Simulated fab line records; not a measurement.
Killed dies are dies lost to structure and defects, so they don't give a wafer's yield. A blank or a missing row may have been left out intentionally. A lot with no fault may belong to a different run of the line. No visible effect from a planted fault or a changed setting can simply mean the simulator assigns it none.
Which tool did it? || flow nand-harc || Sampling: 13 lots, 39 wafers, 5 of 1302 route steps

WHAT THE GAUGES READ, wafer by wafer
NHARC_END_SORT_01. Usual: killed-at-array 62, standard deviation 22; killed-at-other 1.0, standard deviation 1.4; killed-at-periphery 4.2, standard deviation 2.8; killed-dies 67, standard deviation 23; killed-open 3.1, standard deviation 1.7; killed-short 2.1, standard deviation 1.5.
{"lot": "L973", "measured": "day 25 04:53", "on": "prober-02", "killed-at-array": "47 45 56", "killed-at-other": "0 0 1", "killed-at-periphery": "8 5 2", "killed-dies": "55 50 59", "killed-open": "3 3 5", "killed-short": "2 2 1", "flag": ""}
{"lot": "L976", "measured": "day 25 04:05", "on": "prober-01", "killed-at-array": "47 45 53", "killed-at-other": "2 2 3", "killed-at-periphery": "6 2 4", "killed-dies": "55 49 60", "killed-open": "5 2 5", "killed-short": "3 2 1", "flag": ""}
{"lot": "L980", "measured": "day 26 20:40", "on": "prober-02", "killed-at-array": "94 95 84", "killed-at-other": "2 0 0", "killed-at-periphery": "7 8 4", "killed-dies": "103 103 88", "killed-open": "2 3 5", "killed-short": "6 4 1", "flag": ""}
{"lot": "L979", "measured": "day 27 04:31", "on": "prober-02", "killed-at-array": "80 71 94", "killed-at-other": "4 3 1", "killed-at-periphery": "5 6 2", "killed-dies": "89 80 97", "killed-open": "7 4 2", "killed-short": "1 0 2", "flag": ""}
{"lot": "L978", "measured": "day 27 06:32", "on": "prober-01", "killed-at-array": "106 97 83", "killed-at-other": "0 0 1", "killed-at-periphery": "3 7 2", "killed-dies": "109 104 86", "killed-open": "3 4 3", "killed-short": "1 1 1", "flag": ""}
{"lot": "L982", "measured": "day 28 06:41", "on": "prober-01", "killed-at-array": "35 38 42", "killed-at-other": "2 3 4", "killed-at-periphery": "1 3 1", "killed-dies": "38 44 47", "killed-open": "0 0 2", "killed-short": "0 1 1", "flag": ""}
{"lot": "L983", "measured": "day 28 14:26", "on": "prober-02", "killed-at-array": "77 72 58", "killed-at-other": "1 0 1", "killed-at-periphery": "4 6 4", "killed-dies": "82 78 63", "killed-open": "4 4 2", "killed-short": "5 5 1", "flag": ""}
{"lot": "L986", "measured": "day 30 11:14", "on": "prober-02", "killed-at-array": "77 65 65", "killed-at-other": "0 0 0", "killed-at-periphery": "5 4 8", "killed-dies": "82 69 73", "killed-open": "4 1 2", "killed-short": "1 0 7", "flag": ""}
{"lot": "L990", "measured": "day 31 11:38", "on": "prober-01", "killed-at-array": "675 676 676", "killed-at-other": "0 0 0", "killed-at-periphery": "2 1 1", "killed-dies": "677 677 677", "killed-open": "3 5 4", "killed-short": "2 0 2", "flag": "OFF"}
{"lot": "L993", "measured": "day 32 05:26", "on": "prober-02", "killed-at-array": "670 668 671", "killed-at-other": "3 3 2", "killed-at-periphery": "4 6 4", "killed-dies": "677 677 677", "killed-open": "3 4 3", "killed-short": "2 1 3", "flag": "OFF"}
{"lot": "L995", "measured": "day 33 19:40", "on": "prober-01", "killed-at-array": "24 27 32", "killed-at-other": "0 1 1", "killed-at-periphery": "2 1 4", "killed-dies": "26 29 37", "killed-open": "2 3 2", "killed-short": "1 3 6", "flag": ""}
{"lot": "L994", "measured": "day 35 09:43", "on": "prober-01", "killed-at-array": "32 40 49", "killed-at-other": "1 0 0", "killed-at-periphery": "5 5 4", "killed-dies": "38 45 53", "killed-open": "4 1 7", "killed-short": "3 0 1", "flag": ""}
{"lot": "L996", "measured": "day 35 08:51", "on": "prober-02", "killed-at-array": "107 77 68", "killed-at-other": "0 0 1", "killed-at-periphery": "2 2 0", "killed-dies": "109 79 69", "killed-open": "5 5 3", "killed-short": "2 1 2", "flag": ""}

EACH LOT AND THE TOOL THAT RAN IT (in order: tool; ch and the chambers of the sampled wafers; start)
{"lot": "L973", "NHARC_A_CONTACT_ETCH_113": "har-cap-etch-03 ch 0,1, day 21 23:28", "NHARC_A_CONTACT_ETCH_115": "har-cap-etch-03 ch 0,1, day 21 23:48", "NHARC_A_CONTACT_ETCH_116": "har-cap-etch-03 ch 0,1, day 21 23:58", "NHARC_A_CONTACT_ETCH_120": "har-cap-etch-03 ch 0,1, day 22 00:40"}
{"lot": "L976", "NHARC_A_CONTACT_ETCH_113": "har-cap-etch-02 ch 0,1, day 22 08:51", "NHARC_A_CONTACT_ETCH_115": "har-cap-etch-02 ch 0,1, day 22 09:11", "NHARC_A_CONTACT_ETCH_116": "har-cap-etch-02 ch 0,1, day 22 09:22", "NHARC_A_CONTACT_ETCH_120": "har-cap-etch-02 ch 0,1, day 22 10:02"}
{"lot": "L980", "NHARC_A_CONTACT_ETCH_113": "har-cap-etch-01 ch 0,1, day 23 23:47", "NHARC_A_CONTACT_ETCH_115": "har-cap-etch-01 ch 0,1, day 24 00:14", "NHARC_A_CONTACT_ETCH_116": "har-cap-etch-01 ch 0,1, day 24 00:28", "NHARC_A_CONTACT_ETCH_120": "har-cap-etch-01 ch 0,1, day 24 01:22"}
{"lot": "L979", "NHARC_A_CONTACT_ETCH_113": "har-cap-etch-03 ch 0,1, day 24 03:21", "NHARC_A_CONTACT_ETCH_115": "har-cap-etch-03 ch 0,1, day 24 03:41", "NHARC_A_CONTACT_ETCH_116": "har-cap-etch-03 ch 0,1, day 24 03:52", "NHARC_A_CONTACT_ETCH_120": "har-cap-etch-03 ch 0,1, day 24 04:33"}
{"lot": "L978", "NHARC_A_CONTACT_ETCH_113": "har-cap-etch-02 ch 1, day 24 09:38", "NHARC_A_CONTACT_ETCH_115": "har-cap-etch-02 ch 1, day 24 09:58", "NHARC_A_CONTACT_ETCH_116": "har-cap-etch-02 ch 1, day 24 10:08", "NHARC_A_CONTACT_ETCH_120": "har-cap-etch-02 ch 1, day 24 10:50"}
{"lot": "L982", "NHARC_A_CONTACT_ETCH_113": "har-cap-etch-01 ch 0,1, day 25 07:24", "NHARC_A_CONTACT_ETCH_115": "har-cap-etch-01 ch 0,1, day 25 07:52", "NHARC_A_CONTACT_ETCH_116": "har-cap-etch-01 ch 0,1, day 25 08:05", "NHARC_A_CONTACT_ETCH_120": "har-cap-etch-01 ch 0,1, day 25 09:00"}
{"lot": "L983", "NHARC_A_CONTACT_ETCH_113": "har-cap-etch-02 ch 0,1, day 25 14:15", "NHARC_A_CONTACT_ETCH_115": "har-cap-etch-02 ch 0,1, day 25 14:36", "NHARC_A_CONTACT_ETCH_116": "har-cap-etch-02 ch 0,1, day 25 14:46", "NHARC_A_CONTACT_ETCH_120": "har-cap-etch-02 ch 0,1, day 25 15:27"}
{"lot": "L986", "NHARC_A_CONTACT_ETCH_113": "har-cap-etch-01 ch 0,1, day 27 11:32", "NHARC_A_CONTACT_ETCH_115": "har-cap-etch-01 ch 0,1, day 27 11:59", "NHARC_A_CONTACT_ETCH_116": "har-cap-etch-01 ch 0,1, day 27 12:13", "NHARC_A_CONTACT_ETCH_120": "har-cap-etch-01 ch 0,1, day 27 13:08"}
{"lot": "L990", "NHARC_A_CONTACT_ETCH_113": "har-cap-etch-01 ch 0,1, day 28 15:59", "NHARC_A_CONTACT_ETCH_115": "har-cap-etch-01 ch 0,1, day 28 16:19", "NHARC_A_CONTACT_ETCH_116": "har-cap-etch-01 ch 0,1, day 28 16:29", "NHARC_A_CONTACT_ETCH_120": "har-cap-etch-01 ch 0,1, day 28 17:10"}
{"lot": "L993", "NHARC_A_CONTACT_ETCH_113": "har-cap-etch-01 ch 1, day 29 10:11", "NHARC_A_CONTACT_ETCH_115": "har-cap-etch-01 ch 1, day 29 10:32", "NHARC_A_CONTACT_ETCH_116": "har-cap-etch-01 ch 1, day 29 10:42", "NHARC_A_CONTACT_ETCH_120": "har-cap-etch-01 ch 1, day 29 11:23"}
{"lot": "L995", "NHARC_A_CONTACT_ETCH_113": "har-cap-etch-03 ch 0,1, day 30 16:44", "NHARC_A_CONTACT_ETCH_115": "har-cap-etch-03 ch 0,1, day 30 17:04", "NHARC_A_CONTACT_ETCH_116": "har-cap-etch-03 ch 0,1, day 30 17:14", "NHARC_A_CONTACT_ETCH_120": "har-cap-etch-03 ch 0,1, day 30 17:55"}
{"lot": "L994", "NHARC_A_CONTACT_ETCH_113": "har-cap-etch-02 ch 0,1, day 30 22:59", "NHARC_A_CONTACT_ETCH_115": "har-cap-etch-02 ch 0,1, day 30 23:20", "NHARC_A_CONTACT_ETCH_116": "har-cap-etch-02 ch 0,1, day 30 23:30", "NHARC_A_CONTACT_ETCH_120": "har-cap-etch-02 ch 0,1, day 31 00:11"}
{"lot": "L996", "NHARC_A_CONTACT_ETCH_113": "har-cap-etch-02 ch 0,1, day 31 06:43", "NHARC_A_CONTACT_ETCH_115": "har-cap-etch-02 ch 0,1, day 31 07:03", "NHARC_A_CONTACT_ETCH_116": "har-cap-etch-02 ch 0,1, day 31 07:13", "NHARC_A_CONTACT_ETCH_120": "har-cap-etch-02 ch 0,1, day 31 07:54"}
- NHARC_A_CONTACT_ETCH_113: etches the open film in C4F8/O2/Ar, time 190 s, target depth 1850 nm.
- NHARC_A_CONTACT_ETCH_115: etches the open film in C4F8/O2/Ar, time 190 s, target depth 1850 nm.
- NHARC_A_CONTACT_ETCH_116: etches the open film in C4F8/O2/Ar, time 190 s, target depth 1850 nm.
- NHARC_A_CONTACT_ETCH_120: etches the open film in C4F8/O2/Ar, time 190 s, target depth 1850 nm.

WHAT THE TOOLS THEMSELVES READ (means of the sampled wafers that have a number; where no wafer has one, the mark that the record gives instead)
NHARC_A_CONTACT_ETCH_113. Usual: chamber-pressure-mTorr 20.000 mTorr, standard deviation 0.017; oes-air-line-au 1.000 a.u., standard deviation 0.022.
{"lot": "L973", "tool": "har-cap-etch-03", "chamber-pressure-mTorr (mTorr)": 19.991, "oes-air-line-au (a.u.)": 1.017, "flag": ""}
{"lot": "L976", "tool": "har-cap-etch-02", "chamber-pressure-mTorr (mTorr)": 19.989, "oes-air-line-au (a.u.)": 1.021, "flag": ""}
{"lot": "L980", "tool": "har-cap-etch-01", "chamber-pressure-mTorr (mTorr)": 20.000, "oes-air-line-au (a.u.)": 1.007, "flag": ""}
{"lot": "L979", "tool": "har-cap-etch-03", "chamber-pressure-mTorr (mTorr)": 20.002, "oes-air-line-au (a.u.)": 1.017, "flag": ""}
{"lot": "L978", "tool": "har-cap-etch-02", "chamber-pressure-mTorr (mTorr)": 20.002, "oes-air-line-au (a.u.)": 0.993, "flag": ""}
{"lot": "L982", "tool": "har-cap-etch-01", "chamber-pressure-mTorr (mTorr)": 20.009, "oes-air-line-au (a.u.)": 1.014, "flag": ""}
{"lot": "L983", "tool": "har-cap-etch-02", "chamber-pressure-mTorr (mTorr)": 19.996, "oes-air-line-au (a.u.)": 0.990, "flag": ""}
{"lot": "L986", "tool": "har-cap-etch-01", "chamber-pressure-mTorr (mTorr)": 20.007, "oes-air-line-au (a.u.)": 1.010, "flag": ""}
{"lot": "L990", "tool": "har-cap-etch-01", "chamber-pressure-mTorr (mTorr)": 20.016, "oes-air-line-au (a.u.)": 0.999, "flag": ""}
{"lot": "L993", "tool": "har-cap-etch-01", "chamber-pressure-mTorr (mTorr)": 20.021, "oes-air-line-au (a.u.)": 1.004, "flag": ""}
{"lot": "L995", "tool": "har-cap-etch-03", "chamber-pressure-mTorr (mTorr)": 19.991, "oes-air-line-au (a.u.)": 0.988, "flag": ""}
{"lot": "L994", "tool": "har-cap-etch-02", "chamber-pressure-mTorr (mTorr)": 20.001, "oes-air-line-au (a.u.)": 1.005, "flag": ""}
{"lot": "L996", "tool": "har-cap-etch-02", "chamber-pressure-mTorr (mTorr)": 20.001, "oes-air-line-au (a.u.)": 0.982, "flag": ""}

NHARC_A_CONTACT_ETCH_115. Usual: chamber-pressure-mTorr 20.002 mTorr, standard deviation 0.018; oes-air-line-au 1.001 a.u., standard deviation 0.021.
{"lot": "L973", "tool": "har-cap-etch-03", "chamber-pressure-mTorr (mTorr)": 19.998, "oes-air-line-au (a.u.)": 0.998, "flag": ""}
{"lot": "L976", "tool": "har-cap-etch-02", "chamber-pressure-mTorr (mTorr)": 20.007, "oes-air-line-au (a.u.)": 1.021, "flag": ""}
{"lot": "L980", "tool": "har-cap-etch-01", "chamber-pressure-mTorr (mTorr)": 20.011, "oes-air-line-au (a.u.)": 0.999, "flag": ""}
{"lot": "L979", "tool": "har-cap-etch-03", "chamber-pressure-mTorr (mTorr)": 20.022, "oes-air-line-au (a.u.)": 1.005, "flag": ""}
{"lot": "L978", "tool": "har-cap-etch-02", "chamber-pressure-mTorr (mTorr)": 20.003, "oes-air-line-au (a.u.)": 0.995, "flag": ""}
{"lot": "L982", "tool": "har-cap-etch-01", "chamber-pressure-mTorr (mTorr)": 19.986, "oes-air-line-au (a.u.)": 0.994, "flag": ""}
{"lot": "L983", "tool": "har-cap-etch-02", "chamber-pressure-mTorr (mTorr)": 19.989, "oes-air-line-au (a.u.)": 0.991, "flag": ""}
{"lot": "L986", "tool": "har-cap-etch-01", "chamber-pressure-mTorr (mTorr)": 20.004, "oes-air-line-au (a.u.)": 1.008, "flag": ""}
{"lot": "L990", "tool": "har-cap-etch-01", "chamber-pressure-mTorr (mTorr)": 20.001, "oes-air-line-au (a.u.)": 1.014, "flag": ""}
{"lot": "L993", "tool": "har-cap-etch-01", "chamber-pressure-mTorr (mTorr)": 19.990, "oes-air-line-au (a.u.)": 1.000, "flag": ""}
{"lot": "L995", "tool": "har-cap-etch-03", "chamber-pressure-mTorr (mTorr)": 20.026, "oes-air-line-au (a.u.)": 1.013, "flag": ""}
{"lot": "L994", "tool": "har-cap-etch-02", "chamber-pressure-mTorr (mTorr)": 19.993, "oes-air-line-au (a.u.)": 0.986, "flag": ""}
{"lot": "L996", "tool": "har-cap-etch-02", "chamber-pressure-mTorr (mTorr)": 19.978, "oes-air-line-au (a.u.)": 0.993, "flag": ""}

NHARC_A_CONTACT_ETCH_116. Usual: chamber-pressure-mTorr 19.999 mTorr, standard deviation 0.019; oes-air-line-au 1.001 a.u., standard deviation 0.02.
{"lot": "L973", "tool": "har-cap-etch-03", "chamber-pressure-mTorr (mTorr)": 20.003, "oes-air-line-au (a.u.)": 1.000, "flag": ""}
{"lot": "L976", "tool": "har-cap-etch-02", "chamber-pressure-mTorr (mTorr)": 20.012, "oes-air-line-au (a.u.)": 0.999, "flag": ""}
{"lot": "L980", "tool": "har-cap-etch-01", "chamber-pressure-mTorr (mTorr)": 19.997, "oes-air-line-au (a.u.)": 1.012, "flag": ""}
{"lot": "L979", "tool": "har-cap-etch-03", "chamber-pressure-mTorr (mTorr)": 19.991, "oes-air-line-au (a.u.)": 0.990, "flag": ""}
{"lot": "L978", "tool": "har-cap-etch-02", "chamber-pressure-mTorr (mTorr)": 19.990, "oes-air-line-au (a.u.)": 1.004, "flag": ""}
{"lot": "L982", "tool": "har-cap-etch-01", "chamber-pressure-mTorr (mTorr)": 19.990, "oes-air-line-au (a.u.)": 1.002, "flag": ""}
{"lot": "L983", "tool": "har-cap-etch-02", "chamber-pressure-mTorr (mTorr)": 20.002, "oes-air-line-au (a.u.)": 1.024, "flag": ""}
{"lot": "L986", "tool": "har-cap-etch-01", "chamber-pressure-mTorr (mTorr)": 19.992, "oes-air-line-au (a.u.)": 0.994, "flag": ""}
{"lot": "L990", "tool": "har-cap-etch-01", "chamber-pressure-mTorr (mTorr)": "-", "oes-air-line-au (a.u.)": "-", "flag": "OFF"}
{"lot": "L993", "tool": "har-cap-etch-01", "chamber-pressure-mTorr (mTorr)": "-", "oes-air-line-au (a.u.)": "-", "flag": "OFF"}
{"lot": "L995", "tool": "har-cap-etch-03", "chamber-pressure-mTorr (mTorr)": 19.998, "oes-air-line-au (a.u.)": 1.009, "flag": ""}
{"lot": "L994", "tool": "har-cap-etch-02", "chamber-pressure-mTorr (mTorr)": 20.002, "oes-air-line-au (a.u.)": 0.984, "flag": ""}
{"lot": "L996", "tool": "har-cap-etch-02", "chamber-pressure-mTorr (mTorr)": 19.992, "oes-air-line-au (a.u.)": 0.993, "flag": ""}

NHARC_A_CONTACT_ETCH_120. Usual: chamber-pressure-mTorr 19.999 mTorr, standard deviation 0.017; oes-air-line-au 0.999 a.u., standard deviation 0.024.
{"lot": "L973", "tool": "har-cap-etch-03", "chamber-pressure-mTorr (mTorr)": 19.991, "oes-air-line-au (a.u.)": 1.000, "flag": ""}
{"lot": "L976", "tool": "har-cap-etch-02", "chamber-pressure-mTorr (mTorr)": 20.006, "oes-air-line-au (a.u.)": 0.984, "flag": ""}
{"lot": "L980", "tool": "har-cap-etch-01", "chamber-pressure-mTorr (mTorr)": 19.998, "oes-air-line-au (a.u.)": 1.018, "flag": ""}
{"lot": "L979", "tool": "har-cap-etch-03", "chamber-pressure-mTorr (mTorr)": 19.992, "oes-air-line-au (a.u.)": 0.988, "flag": ""}
{"lot": "L978", "tool": "har-cap-etch-02", "chamber-pressure-mTorr (mTorr)": 20.020, "oes-air-line-au (a.u.)": 0.999, "flag": ""}
{"lot": "L982", "tool": "har-cap-etch-01", "chamber-pressure-mTorr (mTorr)": 19.987, "oes-air-line-au (a.u.)": 0.986, "flag": ""}
{"lot": "L983", "tool": "har-cap-etch-02", "chamber-pressure-mTorr (mTorr)": 20.008, "oes-air-line-au (a.u.)": 0.992, "flag": ""}
{"lot": "L986", "tool": "har-cap-etch-01", "chamber-pressure-mTorr (mTorr)": 19.987, "oes-air-line-au (a.u.)": 1.013, "flag": ""}
{"lot": "L990", "tool": "har-cap-etch-01", "chamber-pressure-mTorr (mTorr)": 20.004, "oes-air-line-au (a.u.)": 0.983, "flag": ""}
{"lot": "L993", "tool": "har-cap-etch-01", "chamber-pressure-mTorr (mTorr)": 20.000, "oes-air-line-au (a.u.)": 1.011, "flag": ""}
{"lot": "L995", "tool": "har-cap-etch-03", "chamber-pressure-mTorr (mTorr)": 20.010, "oes-air-line-au (a.u.)": 1.026, "flag": ""}
{"lot": "L994", "tool": "har-cap-etch-02", "chamber-pressure-mTorr (mTorr)": 19.993, "oes-air-line-au (a.u.)": 1.028, "flag": ""}
{"lot": "L996", "tool": "har-cap-etch-02", "chamber-pressure-mTorr (mTorr)": 19.991, "oes-air-line-au (a.u.)": 0.996, "flag": ""}

THE ANSWER, worked out from the rows above alone
Rule: lot off if the mean of its wafers having a number is beyond 3 standard deviations from the usual mean. A lot without any number at a reading at which 4 lots or more have one is off too. All remaining lots with rows at the step are treated as sound. First the gauges in route order, then the tools' own readings, where a lot's mean is used as printed above. At the first step where some lot is off, the reading lying furthest off is the one used; lots without a number count as furthest.
Off: L990, L993 (NHARC_END_SORT_01, killed-at-array).
A tool fits if, at a process step before that reading, it ran every lot that is off, and no sound lot after the first of them. The gauges at NHARC_END_SORT_01 aren't tried: what is off there is off at NHARC_A_CONTACT_ETCH_116 too, on other tools, and a gauge's error can't cause that. One candidate fits, namely har-cap-etch-01 at NHARC_A_CONTACT_ETCH_113 and NHARC_A_CONTACT_ETCH_115 and NHARC_A_CONTACT_ETCH_116 and NHARC_A_CONTACT_ETCH_120. At NHARC_A_CONTACT_ETCH_113 its last sound lot is L986 (day 27 11:32), its first lot that is off L990 (day 28 15:59): a fault that began between those two fits.

WHAT THE SIMULATOR HAD PUT IN
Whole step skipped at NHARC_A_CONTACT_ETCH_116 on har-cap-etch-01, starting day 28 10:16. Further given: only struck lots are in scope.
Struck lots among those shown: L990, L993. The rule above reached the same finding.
